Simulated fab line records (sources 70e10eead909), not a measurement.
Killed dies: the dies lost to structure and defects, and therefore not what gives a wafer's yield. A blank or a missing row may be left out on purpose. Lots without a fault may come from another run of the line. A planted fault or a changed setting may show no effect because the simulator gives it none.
The tool behind it: which one? + flow nand-harc + 13 lots, 37 wafers sampled, at 6 steps of a route of 1302

WHAT EACH GAUGE READ, for each wafer
NHARC_A_ONON_D1_THK_MEAS_18: measures by ellipsometry. Usual: 996 nm for thk-nm, sd 14.
| lot  | measured     | on            | thk-nm (nm)    | flag |
|------|--------------|---------------|----------------|------|
| L404 | day 8 12:16  | film-metro-02 | 1013 1011 1011 |      |
| L407 | day 9 18:57  | film-metro-01 | 985 985 986    |      |
| L408 | day 10 01:30 | film-metro-02 | 987 989 987    |      |
| L410 | day 11 06:20 | film-metro-01 | 981 981 980    |      |
| L411 | day 11 13:50 | film-metro-02 | 1007 1007 1006 |      |
| L414 | day 12 17:47 | film-metro-01 | 990 992 991    |      |
| L413 | day 12 17:47 | film-metro-02 | 986 984 985    |      |
| L417 | day 14 02:43 | film-metro-01 | 1540 995       | OFF  |
| L418 | day 14 08:11 | film-metro-02 | 985 1531       | OFF  |
| L420 | day 15 00:41 | film-metro-01 | 1006 1007 1550 | OFF  |
| L424 | day 17 00:55 | film-metro-01 | 987 988 987    |      |
| L425 | day 17 07:31 | film-metro-01 | 999 997 999    |      |
| L426 | day 17 17:35 | film-metro-01 | 972 970 972    |      |

NHARC_A_ONON_D1_INSPECT_32. Usual: 69 for raw-defect-count, sd 21.
| lot  | measured     | on                | raw-defect-count | flag |
|------|--------------|-------------------|------------------|------|
| L404 | day 8 15:02  | defect-inspect-01 | 59 72 58         |      |
| L407 | day 9 21:48  | defect-inspect-02 | 66 70 55         |      |
| L408 | day 10 04:20 | defect-inspect-01 | 38 57 48         |      |
| L410 | day 11 09:10 | defect-inspect-02 | 54 61 64         |      |
| L411 | day 11 16:40 | defect-inspect-02 | 67 62 50         |      |
| L414 | day 12 20:36 | defect-inspect-02 | 33 60 45         |      |
| L413 | day 12 20:38 | defect-inspect-01 | 75 118 85        |      |
| L417 | day 14 05:31 | defect-inspect-01 | 79 44            |      |
| L418 | day 14 11:00 | defect-inspect-01 | 86 88            |      |
| L420 | day 15 03:29 | defect-inspect-01 | 83 71 122        |      |
| L424 | day 17 03:43 | defect-inspect-02 | 60 36 38         |      |
| L425 | day 17 10:20 | defect-inspect-02 | 89 121 62        |      |
| L426 | day 17 20:23 | defect-inspect-02 | 58 58 90         |      |

NHARC_END_SORT_01. Usual: killed-at-array 63, standard deviation 17; killed-at-other 0.8, standard deviation 1.1; killed-at-periphery 3.5, standard deviation 3; killed-dies 67, standard deviation 17; killed-open 3.1, standard deviation 1.6; killed-short 2.6, standard deviation 1.4.
| lot  | measured     | on        | killed-at-array | killed-at-other | killed-at-periphery | killed-dies | killed-open | killed-short | flag |
|------|--------------|-----------|-----------------|-----------------|---------------------|-------------|-------------|--------------|------|
| L418 | day 30 21:55 | prober-02 | 51 673          | 2 1             | 7 3                 | 60 677      | 1 2         | 3 3          | OFF  |
| L420 | day 31 12:52 | prober-01 | 46 52 674       | 0 1 2           | 7 2 1               | 53 55 677   | 2 3 3       | 4 3 6        | OFF  |

EACH LOT AND THE TOOL THAT RAN IT (in order: tool; ch and the chambers of the sampled wafers; start)
| lot  | NHARC_P_M2_CMP_23             | NHARC_A_ONON_D1_DEP_16           | NHARC_A_CHANNEL_HOLE_D1_ETCH_34             |
|------|-------------------------------|----------------------------------|---------------------------------------------|
| L404 | cmp-04 ch 0,1,3, day 6 18:26  | pecvd-onon-04 ch 0, day 8 11:44  | rie-diel-11 ch 0,2,3, no start              |
| L407 | cmp-04 ch 0,2, day 8 03:43    | pecvd-onon-03 ch 0, day 9 18:26  | rie-diel-11 ch 0,1,3, no start              |
| L408 | cmp-01 ch 0,2,3, day 8 11:11  | pecvd-onon-04 ch 0, day 10 01:07 | rie-diel-11 ch 1,2,3, no start              |
| L410 | cmp-01 ch 2,3, day 9 15:08    | pecvd-onon-03 ch 0, day 11 05:53 | rie-diel-11 ch 1,2, no start                |
| L411 | cmp-01 ch 1,2, day 9 20:55    | pecvd-onon-03 ch 0, day 11 13:23 | rie-diel-01 ch 0,3, no start                |
| L414 | cmp-02 ch 0,1,2, day 11 01:34 | pecvd-onon-04 ch 0, day 12 17:17 | rie-diel-11 ch 0,2,3, no start              |
| L413 | cmp-01 ch 0,2,3, day 11 03:38 | pecvd-onon-02 ch 0, day 12 17:23 | rie-diel-01 ch 0,3, no start                |
| L417 | cmp-01 ch 2,3, day 12 11:06   | pecvd-onon-03 ch 0, day 14 02:13 | rie-diel-11 ch 3, no start                  |
| L418 | cmp-01 ch 2, day 12 15:57     | pecvd-onon-03 ch 0, day 14 07:50 | rie-diel-01 ch 0, day 30 21:55 or earlier   |
| L420 | cmp-01 ch 0,3, day 13 09:29   | pecvd-onon-03 ch 0, day 15 00:14 | rie-diel-11 ch 1,2, day 31 12:52 or earlier |
| L424 | cmp-01 ch 0,3, day 15 09:11   | pecvd-onon-04 ch 0, day 17 00:27 | rie-diel-01 ch 2,3, no start                |
| L425 | cmp-02 ch 0,2,3, day 15 14:49 | pecvd-onon-04 ch 0, day 17 07:01 | rie-diel-11 ch 0,1,3, no start              |
| L426 | cmp-04 ch 0,1,3, day 15 22:34 | pecvd-onon-03 ch 0, day 17 17:08 | rie-diel-11 ch 0,1,2, no start              |
- NHARC_P_M2_CMP_23: polishes, t overpolish 20 s, target thk 144.3 nm.
- NHARC_A_ONON_D1_DEP_16: target thk 1000 nm.
- NHARC_A_CHANNEL_HOLE_D1_ETCH_34: etches the open film in CF4/CHF3, target depth 154 nm, time 77 s.

WHAT THE TOOLS THEMSELVES READ (means of the sampled wafers that have a number; where no wafer has one, the mark that the record gives instead)
NHARC_P_M2_CMP_23. Usual: motor-current-A 12.4 A, standard deviation 1.5; time-to-endpoint-s 28.8 s, standard deviation 2.8.
| lot  | tool   | motor-current-A (A) | time-to-endpoint-s (s) | flag |
|------|--------|---------------------|------------------------|------|
| L404 | cmp-04 | 12.5                | 29.6                   |      |
| L407 | cmp-04 | 11.6                | 29.4                   |      |
| L408 | cmp-01 | 11.8                | 30.7                   |      |
| L410 | cmp-01 | 11.7                | 30.3                   |      |
| L411 | cmp-01 | 11.4                | 26.1                   |      |
| L414 | cmp-02 | 15.2                | 28.5                   |      |
| L413 | cmp-01 | 12.5                | 28.0                   |      |
| L417 | cmp-01 | 12.1                | 26.3                   |      |
| L418 | cmp-01 | 11.2                | 29.5                   |      |
| L420 | cmp-01 | 12.1                | 33.1                   |      |
| L424 | cmp-01 | 12.7                | 28.4                   |      |
| L425 | cmp-02 | 13.6                | 29.5                   |      |
| L426 | cmp-04 | 12.7                | 26.5                   |      |

NHARC_A_ONON_D1_DEP_16. Usual: 1999 sccm for n2o-flow-sccm, sd 5.7.
| lot  | tool          | n2o-flow-sccm (sccm) | flag |
|------|---------------|----------------------|------|
| L404 | pecvd-onon-04 | 1998                 |      |
| L407 | pecvd-onon-03 | 1997                 |      |
| L408 | pecvd-onon-04 | 2000                 |      |
| L410 | pecvd-onon-03 | 1994                 |      |
| L411 | pecvd-onon-03 | 2001                 |      |
| L414 | pecvd-onon-04 | 1998                 |      |
| L413 | pecvd-onon-02 | 2000                 |      |
| L417 | pecvd-onon-03 | 1991                 |      |
| L418 | pecvd-onon-03 | 2004                 |      |
| L420 | pecvd-onon-03 | 1998                 |      |
| L424 | pecvd-onon-04 | 2002                 |      |
| L425 | pecvd-onon-04 | 1998                 |      |
| L426 | pecvd-onon-03 | 2001                 |      |

NHARC_A_CHANNEL_HOLE_D1_ETCH_34. Usual: chamber-pressure-mTorr 24.999 mTorr, standard deviation 0.024; drypump-motor-current-A 5.6 A, standard deviation 0.54; oes-product-au 0.944 a.u., standard deviation 0.019; rf-fwd-power-W 496.4 W, standard deviation 1.9; rf-vpp-V 369.6 V, standard deviation 1.9; showerhead-plenum-p-Torr 1.55 Torr, standard deviation 0.049; throttle-valve-pct 16.803 %, standard deviation 0.0093.
| lot  | tool        | chamber-pressure-mTorr (mTorr) | drypump-motor-current-A (A) | oes-product-au (a.u.) | rf-fwd-power-W (W) | rf-vpp-V (V) | showerhead-plenum-p-Torr (Torr) | throttle-valve-pct (%) | flag |
|------|-------------|--------------------------------|-----------------------------|-----------------------|--------------------|--------------|---------------------------------|------------------------|------|
| L404 | rie-diel-11 | 24.998                         | 5.5                         | 0.927                 | 497.0              | 370.8        | 1.58                            | 16.807                 |      |
| L407 | rie-diel-11 | 25.012                         | 5.8                         | 0.926                 | 496.0              | 369.6        | 1.54                            | 16.814                 |      |
| L408 | rie-diel-11 | 24.980                         | 5.6                         | 0.927                 | 496.2              | 368.9        | 1.53                            | 16.809                 |      |
| L410 | rie-diel-11 | 24.972                         | 5.0                         | 0.941                 | 496.3              | 370.3        | 1.55                            | 16.807                 |      |
| L411 | rie-diel-01 | 25.001                         | 5.6                         | 0.943                 | 495.7              | 369.2        | 1.54                            | 16.804                 |      |
| L414 | rie-diel-11 | 24.998                         | 5.5                         | 0.958                 | 496.8              | 370.6        | 1.58                            | 16.801                 |      |
| L413 | rie-diel-01 | 25.002                         | 5.5                         | 0.968                 | 494.9              | 369.3        | 1.54                            | 16.812                 |      |
| L417 | rie-diel-11 | 24.989                         | 6.4                         | 0.925                 | 498.4              | 370.1        | 1.54                            | 16.794                 |      |
| L418 | rie-diel-01 | 24.985                         | 6.0                         | 0.945                 | 496.3              | 369.2        | 1.57                            | 16.809                 |      |
| L420 | rie-diel-11 | 25.031                         | 5.2                         | 0.960                 | 495.6              | 369.3        | 1.52                            | 16.811                 |      |
| L424 | rie-diel-01 | 25.022                         | 5.6                         | 0.964                 | 493.4              | 369.3        | 1.54                            | 16.797                 |      |
| L425 | rie-diel-11 | 25.013                         | 5.8                         | 0.934                 | 497.1              | 369.1        | 1.54                            | 16.802                 |      |
| L426 | rie-diel-11 | 25.013                         | 5.2                         | 0.934                 | 498.0              | 369.2        | 1.55                            | 16.818                 |      |

THE ANSWER, worked out from the rows above alone
Rule: a lot is off if the mean of its wafers that have a number lies more than 3 standard deviations from the usual mean. A lot without any number at a reading at which 4 lots or more have one is off too. All remaining lots with rows at the step are treated as sound. Order of review: gauges by route order, followed by the tools' own readings, for which a lot's mean as printed above is used. At the first step where some lot is off, the reading lying furthest off is the one used; lots without a number count as furthest.
Off: L417, L418, L420, at NHARC_A_ONON_D1_THK_MEAS_18 (thk-nm).
If a tool, at a process step before that reading, ran all the lots that are off and no sound lot after the first of them, it fits. Gauges at NHARC_A_ONON_D1_THK_MEAS_18: tried the same way as those tools. Not one of the candidates tried fits.

WHAT HAD BEEN PUT IN BY THE SIMULATOR
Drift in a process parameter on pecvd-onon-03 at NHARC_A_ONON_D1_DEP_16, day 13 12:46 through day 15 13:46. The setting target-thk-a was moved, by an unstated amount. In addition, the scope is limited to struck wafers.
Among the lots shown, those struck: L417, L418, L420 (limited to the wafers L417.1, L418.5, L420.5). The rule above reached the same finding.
